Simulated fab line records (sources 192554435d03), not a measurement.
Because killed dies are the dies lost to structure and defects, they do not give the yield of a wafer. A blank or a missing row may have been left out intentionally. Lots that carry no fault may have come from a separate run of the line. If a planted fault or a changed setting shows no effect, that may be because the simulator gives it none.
Matching of chambers | flow n5-finfet | 4 sister chambers for N5_BEOL_M12_ETCH_68 on rie-diel-04
The step etches SOC in N2/H2, time 285 s. 4 wafers are shown with their chamber, then 9 later ones without.

== EACH WAFER AND ITS CHAMBER ==
wafer  | chamber | showerhead-plenum-p-Torr (Torr)
L079.6 | 0       | 2.53
L082.6 | 2       | 2.40
L085.2 | 3       | 2.69
L085.4 | 1       | 2.58

== WAFERS WHOSE CHAMBER IS MISSING ==
wafer  | showerhead-plenum-p-Torr (Torr)
L092.1 | 2.68
L092.2 | 2.57
L092.6 | 2.57
L093.1 | 2.71
L093.4 | 2.51
L093.6 | 2.71
L095.2 | 2.68
L095.5 | 2.57
L095.6 | 2.71

== WHICH CHAMBER EACH WENT THROUGH ==
wafer  | from the rows above     | in truth
L092.1 | 3                       | 3
L092.2 | can't be placed: 1 or 0 | 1
L092.6 | can't be placed: 1 or 0 | 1
L093.1 | 3                       | 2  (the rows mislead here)
L093.4 | 0                       | 0
L093.6 | 3                       | 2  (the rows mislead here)
L095.2 | 3                       | 3
L095.5 | can't be placed: 1 or 0 | 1
L095.6 | 3                       | 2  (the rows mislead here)
Correct placement for 3 of the 9. Cannot be placed on the basis of these rows: 3; the candidates contain the true chamber in 3. Placed wrongly: 3.
How it was worked out, from the rows above alone: a wafer's distance from a chamber is the root of the sum, over the readings, of the square of ((its reading less the chamber's mean) divided by the reading's scatter). If the next closest chamber is less than 2 further off than the closest, the wafer can't be placed; otherwise it belongs to the closest. For every chamber, the mean is computed from those of its wafers that are shown. The scatter: root of mean squared gap, hidden wafer to nearest shown wafer, with one shown wafer a chamber.
